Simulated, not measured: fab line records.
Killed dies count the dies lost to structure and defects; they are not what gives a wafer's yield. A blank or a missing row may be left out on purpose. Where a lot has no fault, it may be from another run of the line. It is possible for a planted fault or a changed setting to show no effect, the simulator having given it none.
Which tool is to blame? | flow n5-finfet | 11 lots with 33 wafers sampled at 5 steps, on a route of 1938 steps

WHAT THE GAUGES SHOWED, per wafer
N5_BEOL_M5_THK_MEAS_01.
lot  | measured     | on            | M5_ILD_THK (nm)
L440 | day 7 16:42  | film-metro-01 | 120.5 119.2 120.3
L442 | day 8 02:28  | film-metro-02 | 116.4 122.2 121.9
L441 | day 8 04:31  | film-metro-02 | 119.4 120.3 119.1
L445 | day 9 06:06  | film-metro-01 | 119.5 122.6 123.9
L446 | day 9 13:17  | film-metro-01 | 119.4 120.9 122.2
L452 | day 11 03:41 | film-metro-02 | 119.2 120.8 121.1
L453 | day 11 09:17 | film-metro-01 | 121.2 124.1 121.3
L455 | day 11 23:31 | film-metro-01 | 121.0 127.0 128.6
L459 | day 12 11:19 | film-metro-02 | 119.1 124.9 127.8
L462 | day 13 20:53 | film-metro-02 | 119.2 118.7 121.9
L463 | day 14 00:36 | film-metro-01 | 117.6 122.0 123.2

WHAT TOOL EACH LOT RAN ON (gives the tool, then ch and the chambers of the sampled wafers, and finally the start)
lot  | N5_BEOL_M4_ANNEAL_91         | N5_BEOL_M4_SPUTTER_94        | N5_BEOL_M4_ANNEAL_51             | N5_BEOL_M5_ILD_DEP_00
L440 | pvd-sputter-01, day 7 13:29  | pvd-sputter-01, day 7 13:51  | rtp-anneal-01 ch 0, day 7 14:16  | pecvd-04 ch 0,1, day 7 16:08
L442 | pvd-sputter-01, day 7 22:20  | pvd-sputter-01, day 7 22:41  | rtp-anneal-01 ch 0, day 7 23:14  | pecvd-04 ch 0,1,2, day 8 01:14
L441 | pvd-sputter-03, day 8 01:16  | pvd-sputter-03, day 8 01:37  | rtp-anneal-02 ch 0, day 8 02:02  | pecvd-02 ch 0,1, day 8 03:56
L445 | pvd-sputter-02, day 9 02:17  | pvd-sputter-02, day 9 02:38  | rtp-anneal-02 ch 0, day 9 03:09  | pecvd-03 ch 0,2, day 9 05:23
L446 | pvd-sputter-01, day 9 10:04  | pvd-sputter-01, day 9 10:26  | rtp-anneal-01 ch 0, day 9 10:51  | pecvd-03 ch 0,1, day 9 12:43
L452 | pvd-sputter-03, day 11 00:28 | pvd-sputter-03, day 11 00:49 | rtp-anneal-02 ch 0, day 11 01:14 | pecvd-02 ch 0,1,2, day 11 03:06
L453 | pvd-sputter-01, day 11 05:27 | pvd-sputter-01, day 11 05:49 | rtp-anneal-02 ch 0, day 11 06:14 | pecvd-02 ch 1,2, day 11 08:06
L455 | pvd-sputter-02, day 11 20:15 | pvd-sputter-02, day 11 20:37 | rtp-anneal-02 ch 0, day 11 21:04 | pecvd-03 ch 0,1,2, day 11 22:56
L459 | pvd-sputter-03, day 12 07:55 | pvd-sputter-03, day 12 08:17 | rtp-anneal-02 ch 0, day 12 08:54 | pecvd-03 ch 0,2, day 12 10:43
L462 | pvd-sputter-01, day 13 17:11 | pvd-sputter-01, day 13 17:33 | rtp-anneal-01 ch 0, day 13 17:58 | pecvd-02 ch 0,1,2, day 13 19:50
L463 | pvd-sputter-02, day 13 20:56 | pvd-sputter-02, day 13 21:17 | rtp-anneal-01 ch 0, day 13 21:48 | pecvd-04 ch 1,2, day 13 23:41
- N5_BEOL_M4_ANNEAL_91: time 240 s.
- N5_BEOL_M4_SPUTTER_94: material Cu, target thk 4.5 nm, time 8.29 s.
- N5_BEOL_M4_ANNEAL_51: time 90 s.
- N5_BEOL_M5_ILD_DEP_00: deposits SiCOH lowk from DEMS/porogen, target thk 140.64 nm, time 25.9 s.

THE ANSWER, worked out from the rows above alone
Rule: usual is defined by the lots themselves. The widest of any qualifying gaps counts: lots, ordered by their means at a reading, are off when they make up no more than a third of the lots, leave a main group of 4 or more, and stand apart from it by 3 or more times the standard deviation of that group's means. A main group is skipped when, at the precision printed for the reading in the tables above, its means are all equal. A lot without any number at a reading at which 4 lots or more have one is off too. Where the step has rows for the other lots, those lots are counted as sound.
Across all readings shown, no lot is off: no conclusion can be drawn from this.

WHAT THE SIMULATOR PUT IN
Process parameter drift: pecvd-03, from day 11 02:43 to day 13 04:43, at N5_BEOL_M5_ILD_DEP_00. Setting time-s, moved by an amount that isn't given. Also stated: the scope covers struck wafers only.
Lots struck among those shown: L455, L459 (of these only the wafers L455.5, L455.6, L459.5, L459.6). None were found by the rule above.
